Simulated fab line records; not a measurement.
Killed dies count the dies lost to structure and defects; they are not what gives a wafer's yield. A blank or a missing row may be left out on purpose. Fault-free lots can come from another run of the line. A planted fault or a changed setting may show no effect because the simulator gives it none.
Chamber matching -- flow nand-harc -- NHARC_A_STAIRCASE_ALD_420 on ald-hk-01 has 4 sister chambers
The step deposits SiO2, target thk 20 nm, pulse time 6 s, ald cycles 200. 4 wafers are shown with their chamber, then 10 later ones without.

== WAFERS, EACH WITH ITS CHAMBER ==
wafer,chamber,heater-power-w (W)
L089.6,2,422
L088.4,1,407
L091.3,3,445
L091.5,0,431

== WAFERS MISSING THEIR CHAMBER ==
wafer,heater-power-w (W)
L091.6,414
L090.1,440
L090.2,407
L090.3,445
L093.2,426
L093.4,403
L093.6,420
L092.1,412
L092.3,451
L092.4,436

== CHAMBER TAKEN BY EACH ==
wafer,from the rows above,in truth
L091.6,can't be placed: 1 or 2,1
L090.1,can't be placed: 3 or 0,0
L090.2,1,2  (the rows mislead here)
L090.3,3,3
L093.2,can't be placed: 2 or 0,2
L093.4,1,1
L093.6,2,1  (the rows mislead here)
L092.1,can't be placed: 1 or 2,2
L092.3,3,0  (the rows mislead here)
L092.4,can't be placed: 0 or 3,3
2 of 10 placed correctly. Cannot be placed on the basis of these rows: 5; the candidates contain the true chamber in 5. Wrongly placed: 3.
How it was worked out, from the rows above alone: a wafer's distance from a chamber is the root of the sum, over the readings, of the square of ((its reading less the chamber's mean) divided by the reading's scatter). The wafer belongs to the nearest chamber; if the next one is less than 2 further off, it can't be placed. A chamber's mean is the mean of its shown wafers. The scatter (one wafer shown for each chamber): square how far every hidden wafer sits from the nearest shown wafer, average those squares and take the square root.
